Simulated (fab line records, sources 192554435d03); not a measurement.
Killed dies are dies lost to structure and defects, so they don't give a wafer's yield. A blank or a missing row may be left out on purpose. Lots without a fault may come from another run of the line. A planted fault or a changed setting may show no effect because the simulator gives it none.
Chamber matching | flow n5_finfet | N5_BEOL_M8_CURE_74 on uv_cure-03: 3 sister chambers
The step cures SiCOH lowk, time 240 s. 16 wafers are shown with their chamber, then 8 later ones without.

WAFERS WITH THEIR CHAMBER
wafer  | chamber | wafer_temp_C_max | lamp_power_pct (%)
L075.1 | 2       | 386.5            | 52.31
L075.3 | 2       | 386.5            | 52.34
L075.4 | 2       | 386.6            | 52.27
L077.2 | 0       | 385.8            | 52.33
L077.4 | 0       | 386.3            | 52.37
L077.6 | 0       | 385.4            | 52.36
L081.4 | 2       | 386.6            | 52.32
L081.5 | 2       | 386.7            | 52.28
L081.6 | 2       | 386.3            | 52.27
L083.2 | 1       | 387.3            | 52.26
L083.4 | 1       | 387.2            | 52.39
L083.6 | 1       | 388.0            | 52.33
L085.1 | 2       | 386.4            | 52.39
L085.3 | 2       | 387.3            | 52.34
L085.5 | 2       | 387.0            | 52.29
L087.2 | 1       | 387.1            | 52.34

SIGNATURES (means of the wafers above)
reading          | chamber 0 | chamber 1 | chamber 2 | scatter within a chamber
wafer_temp_C_max | 385.833   | 387.400   | 386.656   | 0.36
lamp_power_pct   | 52.3533   | 52.3300   | 52.3122   | 0.0413
Rule: a wafer's distance from a chamber is the root of the sum, over the readings, of the square of ((its reading less the chamber's mean) divided by the reading's scatter). The wafer belongs to the nearest chamber; if the next one is less than 2 further off, it can't be placed. The scatter: the root of (the sum of the squares of (reading less its chamber's mean) over the shown wafers, divided by (wafers less chambers)).

WAFERS WITHOUT THEIR CHAMBER
wafer  | wafer_temp_C_max | lamp_power_pct (%)
L087.5 | 386.9            | 52.32
L087.6 | 386.9            | 52.33
L088.1 | 386.1            | 52.36
L088.3 | 385.7            | 52.33
L088.5 | 386.0            | 52.31
L090.1 | 385.4            | 52.44
L090.5 | 385.6            | 52.36
L090.6 | 386.0            | 52.14

WHICH CHAMBER EACH WENT THROUGH
wafer  | from the rows above          | in truth
L087.5 | can't be placed: 2 or 1      | 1
L087.6 | can't be placed: 2 or 1      | 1
L088.1 | can't be placed: 0 or 2      | 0
L088.3 | 0                            | 0
L088.5 | can't be placed: 0 or 2      | 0
L090.1 | 0                            | 0
L090.5 | 0                            | 0
L090.6 | can't be placed: 2 or 0 or 1 | 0
Placed correctly: 3 of 8. Can't be placed from these rows: 5 (the true chamber is among the candidates in 5). Placed wrongly: 0.
